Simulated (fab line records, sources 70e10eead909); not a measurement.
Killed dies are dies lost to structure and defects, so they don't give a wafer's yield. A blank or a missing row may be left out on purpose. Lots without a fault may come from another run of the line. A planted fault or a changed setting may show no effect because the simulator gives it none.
fab line records | flow nand_harc
record lots=6 wafers=18 last_day=30
route steps=1302 shown A_ONON_D2@554 END@1302
lots that met no fault: from a run of the same line without faults
start_h: hours from the record's first day to the start of the lot's first wafer shown | wait_h: hours since the lot's step before | " the same as in the row above | L1.1+2: a row that stands for several wafers | - no value, or no start given | * or withheld: withheld | < > ~ a bound
route shown NAME@n: a module of which the file shows steps, and the number in the route of the first | usual: mean/standard deviation of fault-free wafers | same: alike in all rows | chamber/n: place in a boat | sites: the reading at each site | _std_site: their standard deviation | _edge_site: outer sites' mean less inner sites' | radius_mm: how far each site lies from the wafer's centre | mask NAME#n: copy n | behind: the tool/chamber that last shaped the wafer | hold: why the lot was held/for how many hours/how that ended | device: the transistor (n, p or np) that didn't switch | end of line: the same wafers' tests at the end of the route | a step without rows: its recipe alone | killed: dies lost to structure and defects at the first sort, not the wafer's yield | map: a wafer's dies, x killed, . not, _ none there
set.NAME: the setting as run; set.NAME@STEP: as run at that earlier step | model.NAME: the simulator's own value behind a step, which no gauge read
lots at some steps of the route; a table a step, a row a wafer
services: from which hour (start_h, from the record's first day; less than 0 if before it) a tool's chamber was out of use, for how many hours, and why
## steps
# step NHARC_A_ONON_D2_THK_MEAS_14
# recipe thk_meas_gauge=ellipsometry
# usual thk_nm=1003/8.6
# columns lot.wafer tool chamber start_h wait_h thk_nm
L498.1 film_metro-01 - 276.02 - 1006
L498.3 " - " " 1004
L498.6 " - " " 1005
L499.1 film_metro-02 - 312.11 - 1008
L499.2 " - " " 1006
L499.6 " - " " 1008
L507.2 film_metro-01 - 360.61 - 1013
L507.4 " - " " 1014
L507.5 " - " " 1016
L513.2 film_metro-01 - 422.43 - 988
L513.3 " - " " 987
L513.4 " - " " 987
L514.1 film_metro-02 - 422.48 - 1003
L514.2 " - " " 1005
L514.4 " - " " 1005
L516.1 film_metro-02 - 444.60 - 1016
L516.2 " - " " 1016
L516.3 " - " " 1018
# step NHARC_A_ONON_D2_ANNEAL_15
# recipe temp_c=750 time_s=3600
# step NHARC_A_ONON_D2_DEP_16
# recipe target_thk_a=10000 n2_flow_sccm=2750 n2o_flow_sccm=2000 nh3_flow_sccm=500 sih4_flow_sccm=210 temp_c=400
# step NHARC_A_ONON_D2_THK_MEAS_18
# recipe thk_meas_gauge=ellipsometry
# usual thk_nm=1000/7.5
# columns lot.wafer tool chamber start_h wait_h thk_nm
L498.1 film_metro-01 - 283.44 - 993
L498.3 " - " " 994
L498.6 " - " " 993
L499.1 film_metro-01 - 321.33 - 997
L499.2 " - " " 996
L499.6 " - " " 998
L507.2 film_metro-02 - 368.65 - 1000
L507.4 " - " " 1000
L507.5 " - " " 1000
L514.1 film_metro-02 - 429.82 - 1006
L514.2 " - " " 1006
L514.4 " - " " 1005
L513.2 film_metro-01 - 429.82 - 1013
L513.3 " - " " 1013
L513.4 " - " " 1012
L516.1 film_metro-01 - 452.00 - 987
L516.2 " - " " 990
L516.3 " - " " 990
# step NHARC_A_ONON_D2_DEP_19
# recipe target_thk_a=10000 n2_flow_sccm=2750 n2o_flow_sccm=2000 nh3_flow_sccm=500 sih4_flow_sccm=210 temp_c=400
# step NHARC_A_ONON_D2_THK_MEAS_21
# recipe thk_meas_gauge=ellipsometry
# usual thk_nm=1000/11
# columns lot.wafer tool chamber start_h wait_h thk_nm
L498.1 film_metro-01 - 284.00 - 997
L498.3 " - " " 996
L498.6 " - " " 998
L499.1 film_metro-02 - 321.89 - 1000
L499.2 " - " " 1001
L499.6 " - " " 1001
L507.2 film_metro-01 - 369.21 - 996
L507.4 " - " " 997
L507.5 " - " " 997
L514.1 film_metro-01 - 430.38 - 1004
L514.2 " - " " 1004
L514.4 " - " " 1002
L513.2 film_metro-02 - 430.39 - 1004
L513.3 " - " " 1004
L513.4 " - " " 1004
L516.1 film_metro-01 - 452.56 - 1001
L516.2 " - " " 1000
L516.3 " - " " 1002
# step NHARC_A_ONON_D2_DEP_22
# recipe target_thk_a=10000 n2_flow_sccm=2750 n2o_flow_sccm=2000 nh3_flow_sccm=500 sih4_flow_sccm=210 temp_c=400
# step NHARC_A_ONON_D2_THK_MEAS_24
# recipe thk_meas_gauge=ellipsometry
# usual thk_nm=1004/8.6
# columns lot.wafer tool chamber start_h wait_h thk_nm
L498.1 film_metro-02 - 284.57 - 1007
L498.3 " - " " 1006
L498.6 " - " " 1005
L499.1 film_metro-02 - 322.46 - 999
L499.2 " - " " 995
L499.6 " - " " 998
L507.2 film_metro-02 - 369.78 - 1016
L507.4 " - " " 1018
L507.5 " - " " 1019
L514.1 film_metro-01 - 430.95 - 996
L514.2 " - " " 993
L514.4 " - " " 993
L513.2 film_metro-02 - 430.95 - 1006
L513.3 " - " " 1004
L513.4 " - " " 1006
L516.1 film_metro-01 - 453.13 - 994
L516.2 " - " " 996
L516.3 " - " " 996
# step NHARC_A_ONON_D2_DEP_25
# recipe target_thk_a=10000 n2_flow_sccm=2750 n2o_flow_sccm=2000 nh3_flow_sccm=500 sih4_flow_sccm=210 temp_c=400
# step NHARC_A_ONON_D2_THK_MEAS_27
# recipe thk_meas_gauge=ellipsometry
# usual thk_nm=1001/10
# columns lot.wafer tool chamber start_h wait_h thk_nm
L498.1 film_metro-02 - 285.13 - 1002
L498.3 " - " " 1002
L498.6 " - " " 999
L499.1 film_metro-01 - 323.02 - 1009
L499.2 " - " " 1009
L499.6 " - " " 1008
L507.2 film_metro-02 - 370.35 - 1004
L507.4 " - " " 1005
L507.5 " - " " 1004
L514.1 film_metro-02 - 431.51 - 1001
L514.2 " - " " 1000
L514.4 " - " " 1000
L513.2 film_metro-01 - 431.52 - 986
L513.3 " - " " 987
L513.4 " - " " 986
L516.1 film_metro-02 - 453.70 - 995
L516.2 " - " " 994
L516.3 " - " " 993
# step NHARC_A_ONON_D2_DEP_28
# recipe target_thk_a=10000 n2_flow_sccm=2750 n2o_flow_sccm=2000 nh3_flow_sccm=500 sih4_flow_sccm=210 temp_c=400
# step NHARC_A_ONON_D2_THK_MEAS_30
# recipe thk_meas_gauge=ellipsometry
# usual thk_nm=1000/11
# columns lot.wafer tool chamber start_h wait_h thk_nm
L498.1 film_metro-01 - 285.70 - 997
L498.3 " - " " 997
L498.6 " - " " 999
L499.1 film_metro-02 - 323.59 - 1012
L499.2 " - " " 1013
L499.6 " - " " 1015
L507.2 film_metro-02 - 370.91 - 1005
L507.4 " - " " 1005
L507.5 " - " " 1004
L514.1 film_metro-01 - 432.07 - 993
L514.2 " - " " 993
L514.4 " - " " 996
L513.2 film_metro-01 - 432.09 - 987
L513.3 " - " " 987
L513.4 " - " " 987
L516.1 film_metro-02 - 454.27 - 1005
L516.2 " - " " 1007
L516.3 " - " " 1005
# step NHARC_A_ONON_D2_DEP_33
# recipe target_thk_a=2000 temp_c=400 pressure_torr=6.5 rf_w=900 teos_flow_sccm=161.4 flow_sccm=2650 target_thk_nm=200 gas=O2 material=SiO2
# usual chamber_pressure_Torr=6.502/0.015 flow_sccm=2651/7.7 heater_power_w=557/75 throttle_valve_pct=15.7/0.4
# columns lot.wafer tool chamber start_h wait_h chamber_pressure_Torr flow_sccm heater_power_w throttle_valve_pct
L498.3 pecvd-03 2 285.76 0.1 6.491 2645 580 15.4
L498.1 " 0 " " 6.503 2646 570 14.9
L498.6 " 0 " " 6.515 2658 579 15.1
L499.2 pecvd-03 0 323.64 0.1 6.531 2654 626 15.2
L499.1 " 1 " " 6.507 2636 441 15.6
L499.6 " 2 " " 6.493 2656 466 15.4
L507.2 pecvd-02 2 370.97 0.1 6.478 2650 655 15.6
L507.4 " 2 " " 6.498 2648 661 15.4
L507.5 " 0 " " 6.505 2645 535 15.9
L514.1 pecvd-03 1 432.13 0.1 6.500 2642 612 15.8
L514.2 " 0 " " 6.513 2658 627 14.8
L514.4 " 1 " " 6.489 2654 622 15.9
L513.2 pecvd-02 2 432.18 0.1 - - - -
L513.3 " 1 " " - - - -
L513.4 " 2 " " - - - -
L516.2 pecvd-03 1 454.32 0.1 - - - -
L516.1 " 2 " " - - - -
L516.3 " 0 " " - - - -
# step NHARC_END_SORT_01
# recipe temp_c=25
# usual defect_limited_yield=90.1/2.5 killed_at_array=62/18 killed_at_other=0.9/1.2 killed_at_periphery=4.2/2.9 killed_dies=67/17 killed_open=3.6/1.9 killed_short=2.5/1.6
# same gross_dies=677
# columns lot.wafer tool chamber start_h wait_h defect_limited_yield[%] killed_at_array killed_at_other killed_at_periphery killed_dies killed_open killed_short
L498.1 prober-02 0 601.53 2.5 88.5 66 6 6 78 5 2
L498.3 prober-02 0 603.13 3.1 91.4 51 1 6 58 1 4
L498.6 prober-02 0 605.52 4.0 89.7 66 1 3 70 7 2
L499.1 prober-02 0 617.11 2.5 89.5 60 1 10 71 7 0
L499.2 prober-02 0 617.89 2.8 88.0 73 0 8 81 5 0
L499.6 prober-02 0 621.05 3.9 87.3 79 0 7 86 1 0
L507.2 prober-01 0 648.35 2.8 90.4 62 1 2 65 7 2
L507.4 prober-01 0 649.96 3.4 90.4 62 1 2 65 4 2
L507.5 prober-01 0 650.77 3.7 90.5 63 0 1 64 1 1
L514.1 prober-02 0 709.95 2.5 89.4 65 4 3 72 4 2
L514.2 prober-02 0 710.76 2.8 90.4 52 5 8 65 1 1
L514.4 prober-02 0 712.38 3.4 90.4 49 4 12 65 5 2
# killed by level:class
L498.1 A_SLIT:chamber_film_flake=29 A_CHANNEL_HOLE_D2:chamber_film_flake=27 P_GATE:chamber_film_flake=5 THIN_TSV:chamber_film_flake=4 A_STAIRCASE:chamber_film_flake=3 P_CONTACT:geometric_particle:open=1 A_ONON_D1:geometric_particle:short=1 A_ONON_D1:geometric_particle:open=1
L498.3 A_CHANNEL_HOLE_D2:chamber_film_flake=21 A_SLIT:chamber_film_flake=19 P_GATE:chamber_film_flake=5 A_WL_FILL:geometric_particle:short=2 A_CHANNEL_HOLE_D1:chamber_film_flake=2 A_STAIRCASE:chamber_film_flake=2 A_CONTACT:chamber_film_flake=2 P_M0:geometric_particle:short=1
L498.6 A_SLIT:chamber_film_flake=28 A_CHANNEL_HOLE_D2:chamber_film_flake=19 A_CHANNEL_HOLE_D1:chamber_film_flake=4 A_M0:geometric_particle:open=3 A_WL_FILL:geometric_particle:short=2 P_GATE:chamber_film_flake=2 A_DECK1_JOINT:chamber_film_flake=2 A_CONTACT:chamber_film_flake=2
L499.1 A_CHANNEL_HOLE_D1:chamber_film_flake=26 A_CHANNEL_HOLE_D2:chamber_film_flake=21 A_CONTACT:chamber_film_flake=6 P_CONTACT:chamber_film_flake=4 A_WL_FILL:chamber_film_flake=3 P_M1:geometric_particle:open=2 P_M2:chamber_film_flake=2 P_CONTACT:geometric_particle:open=1
L499.2 A_CHANNEL_HOLE_D1:chamber_film_flake=40 A_CHANNEL_HOLE_D2:chamber_film_flake=21 A_WL_FILL:chamber_film_flake=4 A_CONTACT:chamber_film_flake=4 P_CONTACT:chamber_film_flake=3 P_M2:chamber_film_flake=3 P_CONTACT:geometric_particle:open=2 A_CHANNEL_HOLE_D2:geometric_particle:open=1
L499.6 A_CHANNEL_HOLE_D1:chamber_film_flake=40 A_CHANNEL_HOLE_D2:chamber_film_flake=31 P_CONTACT:chamber_film_flake=3 A_WL_FILL:chamber_film_flake=3 A_CONTACT:chamber_film_flake=3 A_CONTACT:geometric_particle:open=1 P_ZERO_WELL:chamber_film_flake=1 P_STI:chamber_film_flake=1
L507.2 A_SLIT:chamber_film_flake=34 A_CHANNEL_HOLE_D2:chamber_film_flake=11 A_SGD_CUT:chamber_film_flake=4 A_CHANNEL_HOLE_D1:geometric_particle:open=2 A_CONTACT:chamber_film_flake=2 P_GATE:geometric_particle:open=1 P_CONTACT:geometric_particle:open=1 A_ONON_D1:geometric_particle:open=1
L507.4 A_SLIT:chamber_film_flake=24 A_CHANNEL_HOLE_D2:chamber_film_flake=11 A_CHANNEL_HOLE_D1:chamber_film_flake=9 A_CONTACT:chamber_film_flake=6 A_SGD_CUT:chamber_film_flake=5 P_CONTACT:geometric_particle:open=1 A_SOURCE_PLATE:geometric_particle:open=1 A_ONON_D1:geometric_particle:open=1
L507.5 A_SLIT:chamber_film_flake=23 A_CHANNEL_HOLE_D2:chamber_film_flake=11 A_CONTACT:chamber_film_flake=9 A_CHANNEL_HOLE_D1:chamber_film_flake=6 A_SGD_CUT:chamber_film_flake=6 A_STAIRCASE:chamber_film_flake=2 A_WL_FILL:chamber_film_flake=2 A_CHANNEL_FILL_D2:geometric_particle:short=1
L514.1 A_SLIT:chamber_film_flake=40 A_CHANNEL_HOLE_D1:chamber_film_flake=12 A_STAIRCASE:chamber_film_flake=6 THIN_TSV:chamber_film_flake=3 A_CHANNEL_FILL_D2:geometric_particle:open=2 A_CHANNEL_FILL_D1:chamber_film_flake=2 A_CONTACT:chamber_film_flake=2 P_CONTACT:geometric_particle:open=1
L514.2 A_SLIT:chamber_film_flake=25 A_CHANNEL_HOLE_D1:chamber_film_flake=12 A_STAIRCASE:chamber_film_flake=9 P_BONDPAD:chamber_film_flake=5 THIN_TSV:chamber_film_flake=5 A_CONTACT:chamber_film_flake=4 P_GATE:chamber_film_flake=2 P_M2:geometric_particle:open=1
L514.4 A_SLIT:chamber_film_flake=28 A_CHANNEL_HOLE_D1:chamber_film_flake=8 A_STAIRCASE:chamber_film_flake=6 P_BONDPAD:chamber_film_flake=6 A_CONTACT:chamber_film_flake=4 P_GATE:chamber_film_flake=3 THIN_TSV:chamber_film_flake=3 P_STI:geometric_particle:open=1
## services
# columns tool chamber start_h hours kind
pecvd-03 - 346.85 13.0 pm
pecvd-03 0 346.85 13.0 vent_cycle
pecvd-03 1 346.85 13.0 vent_cycle
pecvd-03 2 346.85 13.0 vent_cycle
pecvd-03 0 359.85 - clean
pecvd-03 1 359.85 - clean
pecvd-03 2 359.85 - clean
pecvd-02 - 384.66 13.0 pm
pecvd-02 0 384.66 13.0 vent_cycle
pecvd-02 1 384.66 13.0 vent_cycle
pecvd-02 2 384.66 13.0 vent_cycle
pecvd-03 2 392.30 4.0 repair
pecvd-02 0 397.66 - clean
pecvd-02 1 397.66 - clean
pecvd-02 2 397.66 - clean
pecvd-03 - 424.43 0.6 repair
## key
first_sign step=NHARC_A_ONON_D2_DEP_33 reading=tool_record direction=missing
effect none on later readings
met_at NHARC_A_ONON_D2_DEP_33
struck_wafers L513.2,L513.3,L513.4,L516.1,L516.2,L516.3
scrapped_behind NHARC_A_ONON_D2_THK_MEAS_34 L513.2,L513.3,L513.4,L516.1,L516.2,L516.3
onset_between 432.13 432.18
fault kind=skipped_step_whole tool=pecvd-02,pecvd-03 chamber=- onset_h=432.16 steps=NHARC_A_ONON_D2_DEP_33 scope=struck_lots_only
